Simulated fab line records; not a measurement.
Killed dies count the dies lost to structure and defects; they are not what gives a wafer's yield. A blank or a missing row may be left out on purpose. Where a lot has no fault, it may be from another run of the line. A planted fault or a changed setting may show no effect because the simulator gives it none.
Comparing a struck lot with a sound one	flow nandHarc	25 out of 1302 route steps
Sound: wafers L352.4, L352.5, L352.6. Wafers struck: L361.1, L361.2, L361.4. The cause is given at the end.
Order at every step that has rows: each side's tool, ch and its chambers, its first start. Under that, the readings that differ: sound wafers	struck wafers	difference of the means	sigmas: that difference in standard deviations of wafers without a fault.
alike: same words and numbers on both sides, and readings whose means sit less than 2 such deviations apart. not compared: any withheld reading, any reading some wafer has no value for, any bound like >300 that may hide the same value, and any number with overlapping values for which the record gives no deviation.
Wherever a step has rows on one side only, a row that says differs or no value, or a row with sigmas, the two part there. When numbers do not overlap yet have no deviation, they are printed without sigmas and do not part them. A reading missing from all wafers of one side parts the sides only when that side holds two or more wafers.

first, 1 step without rows for these wafers: NHARC_A_M0_SRD_25.
NHARC_A_M0_INSPECT_27:
  sound: defectInspect-01 at day 24 05:20; struck: defectInspect-01 at day 29 00:05
  alike: rawDefectCount
NHARC_A_M0_PRE_CLEAN_31: time 12 s.
  sound on pecvd-01 ch 0,1,2, day 24 05:26; struck on pecvd-01 ch 1,2, day 29 00:10
  alike: heaterPowerW
NHARC_A_M0_DEP_32: deposits SiCN, target thk 30 nm.
  sound on pecvd-01 ch 0,1,2, day 24 05:37; struck on pecvd-01 ch 1,2, day 29 00:16
  alike: chamberPressureTorr, heaterPowerW
then, 7 steps without rows for these wafers: NHARC_A_M1_DEP_00 (deposits SiOC, target thk 182.5 nm); NHARC_A_M1_DEHYDRATE_01 (time 120 s); NHARC_A_M1_HMDS_02 (time 30 s); NHARC_A_M1_COAT_34 (time 65 s); NHARC_A_M1_COAT_03 (resist thk 90 nm); NHARC_A_M1_SOFTBAKE_04 (time 55 s); NHARC_A_M1_EBR_05.
NHARC_A_M1_EXPOSE_06: exposes mask A M1, target cd 120 nm.
  sound on arfiScanner-01 ch 0, day 24 06:36; struck on arfiScanner-01 ch 0, day 29 01:28
reading	sound	struck	difference	sigmas
exposureDoseMJCm2	75.01 75.07 75.03	45.30 45.32 45.34	-29.72	-99 or more
  alike: mask
then, 2 steps without rows for these wafers: NHARC_A_M1_PEB_07 (peb time 65 s); NHARC_A_M1_DEVELOP_08 (develop time 35 s).
NHARC_A_M1_CD_MEAS_09 targets a cd of 120 nm.
  sound on cdSem-03 ch 0, day 24 06:44; struck on cdSem-01 ch 0, day 29 01:37
reading	sound	struck	difference	sigmas
cdNm (nm)	119.4 120.4 120.1	90.3 89.3 90.5	-29.9	-33
NHARC_A_M1_OVL_MEAS_10: pitch 240 nm.
  sound: overlay-02 at day 24 06:49; struck: overlay-01 at day 29 01:42
  alike: overlayXNm, overlayYNm
NHARC_A_M1_INSPECT_11:
  sound: defectInspect-02 at day 24 06:51; struck: defectInspect-02 at day 29 01:44
  alike: rawDefectCount
NHARC_A_M1_DESCUM_14: chemistry O2, time 3 s.
  sound on rieDiel-06 ch 1,2,3, day 24 06:56; struck on rieDiel-08 ch 0,1,3, day 29 01:48
reading	sound	struck	difference	sigmas
model.A_M1.cdNm (nm)	119.6 119.3 120.1	91.41 90.24 91.37	-28.66	
  alike: drypumpMotorCurrentA, oesProductAu, rfVppV, showerheadPlenumPTorr, throttleValvePct
  not compared: rfHoursCounterH
NHARC_A_M1_ETCH_35: etches the open film in N2/H2, target depth 40 nm, overetch 12 nm, time 43.94 s.
  sound on rieDiel-06 ch 1,2, day 24 07:00; struck on rieDiel-08 ch 0,1,3, day 29 01:53
  alike: drypumpMotorCurrentA, n2FlowSccm, oesProductAu, rfVppV, showerheadPlenumPTorr, throttleValvePct
  not compared: rfHoursCounterH
NHARC_A_M1_ETCH_15: etches the open film in C4F8/Ar, target depth 182.5 nm, time 91.2 s.
  sound on rieDiel-06 ch 0,1,2; struck on rieDiel-08 ch 1,2,3
reading	sound	struck	difference	sigmas
oesProductAu (a.u.)	0.974 0.974 0.969	0.919 0.915 0.899	-0.061	-2
  alike: rfVppV
  not compared: rfHoursCounterH
NHARC_A_M1_CD_MEAS_16:
  sound: cdSem-01 at day 24 07:13; struck: cdSem-02 at day 29 02:07
reading	sound	struck	difference	sigmas
cdNm (nm)	119.9 119.9 120.5	91.4 90.6 91.4	-29.0	-26
NHARC_A_M1_STRIP_18: strips in N2/H2.
  sound on rieDiel-10 ch 0,1, day 24 07:17; struck on rieDiel-10 ch 0,2,3, day 29 02:12
  alike: drypumpMotorCurrentA, n2FlowSccm, oesProductAu, rfVppV, showerheadPlenumPTorr, throttleValvePct
  not compared: rfHoursCounterH
NHARC_A_M1_ETCH_28: etches the open film in CF4/N2, target depth 30 nm, time 72.99 s.
  sound on rieDiel-10 ch 0,1,2; struck on rieDiel-10 ch 0,2,3
reading	sound	struck	difference	sigmas
model.A_M1.cdNm (nm)	119.2 120.1 119.8	91.06 89.89 91.35	-28.93	
  alike: drypumpMotorCurrentA, n2FlowSccm, oesProductAu, rfVppV, showerheadPlenumPTorr, throttleValvePct
  not compared: rfHoursCounterH
then, 1 step without rows for these wafers: NHARC_A_M1_STRIP_19 (strips in post etch residue remover, time 600 s).
NHARC_END_SORT_01:
  here the record holds rows for the struck wafers (prober-02 ch 0, day 30 12:38) but none for the sound ones

== WHERE THEY PART ==
Earliest at NHARC_A_M1_EXPOSE_06; latest, in this record, at NHARC_END_SORT_01.

WHY: what the simulator had put in
Process parameter drift: arfiScanner-01, from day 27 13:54 on, at NHARC_A_M1_EXPOSE_06. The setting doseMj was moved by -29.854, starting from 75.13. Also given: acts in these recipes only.
